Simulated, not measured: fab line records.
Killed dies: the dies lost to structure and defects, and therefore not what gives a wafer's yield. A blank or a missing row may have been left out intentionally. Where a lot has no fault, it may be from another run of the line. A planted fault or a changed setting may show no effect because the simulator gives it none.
Which of the tools did it?	flow n5-finfet	9 lots, 27 wafers sampled, at 6 steps of a route of 1938

## WHAT THE GAUGES SHOWED, per wafer
N5_MOL_CONTACT_COAG_CD_MEAS_137 targets a cd of 16 nm.
lot	measured	on	cd-nm (nm)
L751	day 5 14:00	cd-sem-02	16.4 15.7 16.0
L752	day 5 22:18	cd-sem-02	15.7 16.0 16.2
L754	day 6 08:07	cd-sem-01	16.6 16.3 15.9
L755	day 6 18:59	cd-sem-01	16.3 16.1 15.7
L757	day 7 03:34	cd-sem-01	15.4 16.3 16.1
L758	day 7 06:32	cd-sem-02	15.3 16.2 15.6
L761	day 8 07:01	cd-sem-02	16.0 16.0 16.0
L771	day 10 19:19	cd-sem-01	16.0 16.1 15.9
L772	day 10 21:12	cd-sem-02	16.2 16.2 16.2

N5_MOL_CONTACT_COAG_INSPECT_42: inspects for defects (brightfield).
lot	measured	on	raw-defect-count
L751	day 5 14:32	defect-inspect-01	180 249 189
L752	day 5 22:52	defect-inspect-02	256 165 159
L754	day 6 08:31	defect-inspect-02	200 276 171
L755	day 6 19:24	defect-inspect-02	282 211 152
L757	day 7 04:05	defect-inspect-01	161 339 215
L758	day 7 07:04	defect-inspect-02	325 292 258
L761	day 8 07:33	defect-inspect-01	223 331 200
L771	day 10 19:51	defect-inspect-01	190 140 194
L772	day 10 21:37	defect-inspect-01	165 237 215

N5_MOL_CONTACT_COAG_THK_MEAS_53.
lot	measured	on	VIA_MOL_THK (nm)
L751	day 5 16:08	film-metro-02	43.8 44.4 44.5
L752	day 6 00:48	film-metro-02	43.1 43.9 44.6
L754	day 6 10:08	film-metro-01	43.7 43.0 43.5
L755	day 6 21:32	film-metro-02	43.6 44.1 44.1
L757	day 7 06:23	film-metro-02	43.5 43.0 44.3
L758	day 7 08:40	film-metro-01	43.5 43.8 37.6
L761	day 8 09:10	film-metro-02	37.2 43.6 44.0
L771	day 10 22:06	film-metro-02	43.3 43.5 44.2
L772	day 10 23:14	film-metro-02	42.4 42.9 43.3

N5_BEOL_M4_RC_MEAS_101.
lot	measured	on	DIBL_N (mV/V)	DIBL_P (mV/V)	IOFF_N (nA/um)	IOFF_P (nA/um)	ION_N (uA/um)	ION_P (uA/um)	SS_N (mV/dec)	SS_P (mV/dec)	VT_N (mV)	VT_P (mV)
L751	day 10 06:00	prober-02	34.5 35.7 35.5	34.8 36.9 37.1	0.139 0.163 0.166	0.180 0.217 0.213	663 672 678	453 459 462	71.0 71.0 71.6	72.3 73.5 73.3	252 248 248	-248.9 -248.0 -248.4
L752	day 9 12:20	prober-01	36.2 36.3 35.1	35.6 34.6 34.0	0.170 0.162 0.144	0.205 0.180 0.169	681 673 677	461 455 454	72.0 71.7 71.5	73.3 73.7 73.6	244 249 250	-249.8 -252.2 -253.3
L754	day 10 07:53	prober-01	33.9 35.9 34.0	35.1 38.1 34.8	0.142 0.189 0.141	0.200 0.241 0.192	676 688 663	467 465 462	71.2 72.3 70.7	72.2 73.4 72.0	248 245 251	-251.3 -246.9 -251.6
L755	day 10 13:27	prober-02	37.7 38.0 36.7	35.4 35.8 34.6	0.175 0.183 0.151	0.232 0.243 0.211	686 683 681	474 466 470	71.6 71.3 70.9	74.0 73.6 73.6	249 248 250	-249.3 -246.3 -248.6
L757	day 11 01:58	prober-01	36.7 38.2 35.7	39.1 40.0 37.9	0.176 0.215 0.169	0.239 0.259 0.216	683 691 676	470 466 460	72.3 71.8 71.2	74.5 73.4 73.3	245 243 245	-248.6 -246.6 -248.6
L758	day 11 09:09	prober-01	36.8 36.9 35.2	37.6 37.7 36.0	0.161 0.157 0.137	0.204 0.212 0.183	683 670 667	463 457 458	71.3 71.6 71.2	72.9 73.1 73.0	250 253 253	-250.2 -247.6 -249.6
L761	day 11 17:19	prober-01	35.0 36.0 35.3	35.1 36.3 35.5	0.130 0.140 0.128	0.182 0.199 0.185	666 671 659	459 462 457	71.2 71.7 71.4	72.8 74.3 74.0	252 253 255	-256.3 -251.6 -253.3
L771	day 14 15:42	prober-02	37.2 36.8 35.9	38.6 37.0 35.9	0.187 0.166 0.152	0.259 0.228 0.212	685 671 675	477 465 467	72.3 72.1 71.6	73.5 74.1 73.8	246 248 249	-249.3 -249.0 -250.1
L772	day 15 06:20	prober-02	37.0 35.1 36.8	38.0 36.5 38.2	0.164 0.139 0.174	0.233 0.205 0.235	669 669 676	468 465 467	71.6 71.4 71.8	73.6 72.4 72.8	250 252 249	-249.7 -248.6 -249.1

## TOOL THAT RAN EACH LOT (tool first, then ch and the chambers of the sampled wafers, then the start)
lot	N5_MOL_CONTACT_COAG_PECVD_31	N5_MOL_CONTACT_COAG_ETCH_47
L751	pecvd-04 ch 0,1, day 5 12:35	rie-diel-03 ch 1,3, day 5 13:46
L752	pecvd-04 ch 0,1,2, day 5 19:31	rie-diel-03 ch 1,3, day 5 22:04
L754	pecvd-01 ch 0,2, day 6 06:43	rie-diel-05 ch 0,2,3, day 6 07:53
L755	pecvd-03 ch 0,1,2, day 6 17:11	rie-diel-05 ch 0,3, day 6 18:46
L757	pecvd-04 ch 0,2, day 7 01:41	rie-diel-02 ch 0,1,3, day 7 03:10
L758	pecvd-04 ch 0,1,2, day 7 04:55	rie-diel-03 ch 1,2,3, day 7 06:18
L761	pecvd-04 ch 0,1,2, day 8 04:46	rie-diel-05 ch 0,1,2, day 8 06:47
L771	pecvd-01 ch 0,1, day 10 17:57	rie-diel-05 ch 0,1,2, day 10 19:05
L772	pecvd-01 ch 0,1, day 10 19:30	rie-diel-03 ch 1,2, day 10 20:43
- N5_MOL_CONTACT_COAG_PECVD_31: deposits SiO2 from TEOS/O2, target thk 46 nm, time 8.9 s.
- N5_MOL_CONTACT_COAG_ETCH_47: etches SiNx in CH3F/O2, stops on W, target depth 27 nm.

## AS READ BY THE TOOLS THEMSELVES (means over the sampled wafers that have a number; for cases with no such wafer, the mark the record gives instead)
N5_MOL_CONTACT_COAG_ETCH_47.
lot	tool	bias-w (W)	drypump-motor-current-A (A)	etch-rf-on-time-s (s)	oes_f_703_au (a.u.)	oes-product-au (a.u.)	rf-vpp-V (V)	showerhead-plenum-p-Torr (Torr)	throttle-valve-pct (%)
L751	rie-diel-03	73.24	6.3	31.6	0.79	0.69	297	2.03	16.24
L752	rie-diel-03	72.92	6.3	31.6	0.79	0.69	296	2.03	16.23
L754	rie-diel-05	72.93	6.0	31.4	0.74	0.66	299	2.08	16.37
L755	rie-diel-05	73.18	5.9	31.1	0.76	0.68	301	2.09	16.47
L757	rie-diel-02	72.96	5.7	31.0	0.82	0.74	302	2.05	16.34
L758	rie-diel-03	72.98	6.2	31.6	0.82	0.72	297	2.07	16.28
L761	rie-diel-05	73.02	5.5	31.8	0.78	0.69	298	2.04	16.26
L771	rie-diel-05	72.92	5.5	31.0	0.75	0.68	299	2.03	16.31
L772	rie-diel-03	73.09	6.4	31.9	0.77	0.68	299	2.09	16.23

## THE ANSWER, worked out from the rows above alone
Rule: the lots themselves supply what counts as usual. The widest of any qualifying gaps counts: lots, ordered by their means at a reading, are off when they make up no more than a third of the lots, leave a main group of 4 or more, and stand apart from it by 3 or more times the standard deviation of that group's means. A main group is skipped when, at the precision printed for the reading in the tables above, its means are all equal. A lot without any number at a reading at which 4 lots or more have one is off too. The other lots that the step has rows for count as sound. First the gauges in route order, then the tools' own readings, where a lot's mean is used as printed above. The first step at which some lot is off is used, and at that step the reading that is off furthest; a lot without a number counts as furthest.
Off: L758, L761, seen at N5_MOL_CONTACT_COAG_THK_MEAS_53 (VIA_MOL_THK). The main group: mean 43.7 nm, standard deviation 0.4.
A tool fits if, at a process step before that reading, it ran every lot that is off, and no sound lot after the first of them. Those tools and the gauges at N5_MOL_CONTACT_COAG_THK_MEAS_53 are tried in the same way. One fits: pecvd-04 at N5_MOL_CONTACT_COAG_PECVD_31. A fault onset in the window from L757 (day 7 01:41, its last sound lot) to L758 (day 7 04:55, its first lot off) fits.

## WHAT HAD BEEN PUT IN BY THE SIMULATOR
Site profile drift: pecvd-04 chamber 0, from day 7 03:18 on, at N5_MOL_CONTACT_COAG_PECVD_31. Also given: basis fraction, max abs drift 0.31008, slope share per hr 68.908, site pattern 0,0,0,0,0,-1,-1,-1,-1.
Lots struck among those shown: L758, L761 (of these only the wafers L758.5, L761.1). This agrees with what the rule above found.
